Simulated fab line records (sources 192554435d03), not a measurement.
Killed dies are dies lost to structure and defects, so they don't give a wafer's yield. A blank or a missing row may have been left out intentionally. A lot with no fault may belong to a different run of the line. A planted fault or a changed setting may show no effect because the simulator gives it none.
A lot that was struck, set against a sound lot + flow n5-finfet + 16 out of 1938 route steps
Sound: the wafers L593.2, L593.3, L593.5. Wafers L612.2, L612.3, L612.5 were the ones struck. Last of all comes the cause.
Per side, at each step with rows, come the tool, then ch with its chambers, and then its first start. Under that, the readings that differ: sound wafers + struck wafers + difference of the means + sigmas: that difference in standard deviations of wafers without a fault.
alike: readings with means less than 2 such deviations apart, plus words and numbers identical on both sides. not compared: withheld readings, readings lacking a value on some wafer, bounds such as >300 that could conceal the same value, and numbers that have no deviation in the record and whose values overlap.
A row with sigmas, a row that says differs or no value, or rows on one side alone: a step with any of these is where the two part. When numbers do not overlap yet have no deviation, they are printed without sigmas and do not part them. A reading missing from all wafers of one side parts the sides only when that side holds two or more wafers.

first, 4 steps without rows for these wafers: N5_HKMG_FIN_SOFTBAKE_44 (time 60 s); N5_HKMG_FIN_EXPOSE_46 (exposes mask NDIPOLE); N5_HKMG_FIN_PEB_47 (peb time 60 s); N5_HKMG_FIN_DEVELOP_48 (develop time 30 s).
N5_HKMG_FIN_CD_MEAS_49: target cd 202 nm.
  sound on cd-sem-01 ch 0, day 4 10:29; struck on cd-sem-03 ch 0, day 9 16:14
  alike: cd-nm
N5_HKMG_FIN_OVL_MEAS_50:
  sound on overlay-01 ch 0, day 4 10:31; struck on overlay-01 ch 0, day 9 16:16
  alike: NDIPOLE_OVL
N5_HKMG_FIN_INSPECT_61: inspects for defects (macro).
  sound: defect-inspect-02 at day 4 10:32; struck: defect-inspect-01 at day 9 16:18
  alike: raw-defect-count
N5_HKMG_FIN_DESCUM_53: chemistry O2, time 7.9 s.
  sound on rie-diel-02 ch 0,2, day 4 10:35; struck on rie-diel-05 ch 2,3, day 9 16:20
| reading               | sound          | struck         | difference | sigmas |
|-----------------------|----------------|----------------|------------|--------|
| oes-product-au (a.u.) | 0.90 0.77 0.90 | 0.72 0.74 0.72 | -0.13      | -2     |
  alike: drypump-motor-current-A, rf-vpp-V, showerhead-plenum-p-Torr, throttle-valve-pct
  not compared: rf-hours-counter-h
N5_HKMG_FIN_ETCH_54: etches SiARC in CF4, target depth 45.5 nm, time 75.8 s.
  sound on rie-diel-02 ch 0,2, day 4 10:37; struck on rie-diel-05 ch 2,3, day 9 16:22
| reading               | sound          | struck         | difference | sigmas |
|-----------------------|----------------|----------------|------------|--------|
| oes-product-au (a.u.) | 0.77 0.65 0.77 | 0.61 0.63 0.61 | -0.11      | -2     |
  alike: drypump-motor-current-A, etch-rf-on-time-s, rf-vpp-V, showerhead-plenum-p-Torr, throttle-valve-pct
  not compared: rf-hours-counter-h
N5_HKMG_FIN_ETCH_55: etches SOC in N2/H2, target depth 240 nm, time 300 s.
  sound on rie-diel-02 ch 0,2, day 4 10:40; struck on rie-diel-05 ch 2,3, day 9 16:25
| reading               | sound          | struck         | difference | sigmas |
|-----------------------|----------------|----------------|------------|--------|
| oes-product-au (a.u.) | 0.90 0.77 0.91 | 0.72 0.74 0.72 | -0.13      | -2     |
  alike: drypump-motor-current-A, n2-flow-sccm, rf-vpp-V, run-length-s, showerhead-plenum-p-Torr, throttle-valve-pct
  not compared: rf-hours-counter-h
then, 1 step without rows for these wafers: N5_HKMG_FIN_STRIP_56 (strips in N2/H2).
N5_HKMG_FIN_STRIP_57: strips in CF4.
  sound on rie-diel-02 ch 0,2, day 4 10:52; struck on rie-diel-05 ch 2,3, day 9 16:37
| reading               | sound          | struck         | difference | sigmas |
|-----------------------|----------------|----------------|------------|--------|
| oes-product-au (a.u.) | 0.88 0.75 0.89 | 0.71 0.73 0.71 | -0.12      | -2     |
  alike: drypump-motor-current-A, rf-vpp-V, showerhead-plenum-p-Torr, throttle-valve-pct
  not compared: rf-hours-counter-h
N5_HKMG_FIN_ETCH_58: etches SOC in N2/H2, target depth 215.8 nm, time 741 s.
  sound on rie-diel-02 ch 0,2, day 4 10:53; struck on rie-diel-05 ch 2,3, day 9 16:38
| reading                                   | sound             | struck            | difference | sigmas      |
|-------------------------------------------|-------------------|-------------------|------------|-------------|
| oes-product-au (a.u.)                     | 0.89 0.76 0.90    | 0.72 0.73 0.72    | -0.13      | -2          |
| run-length-s (s)                          | 764.4 763.7 764.2 | 428.9 428.1 428.7 | -335.5     | -99 or more |
| model.etch.depth-nm (nm)                  | 214.5 214.9 216.6 | 117.1 116.3 118.4 | -98.1      |             |
| model.SOC_of_HKMG_FIN_COAT_41.thk-nm (nm) | 84.4 84.2 82      | 183.4 183.6 182.4 | +99.6      |             |
| model.HKMG_FIN.feature-depth-nm (nm)      | 214.4 214.8 216.6 | 117.2 116.4 118.4 | -97.9      |             |
  alike: drypump-motor-current-A, n2-flow-sccm, rf-vpp-V, showerhead-plenum-p-Torr, throttle-valve-pct
  not compared: rf-hours-counter-h
N5_HKMG_FIN_STRIP_93: strips SOC in N2/H2, time 20 s.
  sound on rie-diel-02 ch 0,2, day 4 11:18; struck on rie-diel-05 ch 2,3, day 9 17:04
| reading                                   | sound          | struck            | difference | sigmas |
|-------------------------------------------|----------------|-------------------|------------|--------|
| oes-product-au (a.u.)                     | 0.90 0.77 0.90 | 0.71 0.74 0.72    | -0.13      | -2     |
| model.SOC_of_HKMG_FIN_COAT_41.thk-nm (nm) | 74.2 73.8 71.8 | 173.2 173.4 172.2 | +99.7      |        |
  alike: drypump-motor-current-A, n2-flow-sccm, rf-vpp-V, showerhead-plenum-p-Torr, throttle-valve-pct
  not compared: rf-hours-counter-h
then, 1 step without rows for these wafers: N5_HKMG_FIN_WET_ETCH_76 (etches Al2O3 in dNH4OH, stops on La2O3, target depth 2.25 nm, rinse time 30 s).
-- here the record skips 11 days between the struck wafers' starts before and after, leaving off in module HKMG_FIN and picking up in module PASSIVATION (first step shown: number 1936 of the route) --
N5_PASSIVATION_PROBE_49:
  sound: prober-01 at day 15 10:53; struck: prober-02 at day 21 02:22
  alike: killed_at_M0_to_M3, killed_at_M4_up, killed-at-contacts, killed-at-front-end, killed-at-other, killed-dies, killed-on-rim, killed-open, killed-short

## WHERE THEY PART
Earliest at N5_HKMG_FIN_DESCUM_53; latest, in this record, at N5_HKMG_FIN_STRIP_93. Later steps at which nothing parts them and some readings are alike: N5_PASSIVATION_PROBE_49.

WHY: what the simulator had put in
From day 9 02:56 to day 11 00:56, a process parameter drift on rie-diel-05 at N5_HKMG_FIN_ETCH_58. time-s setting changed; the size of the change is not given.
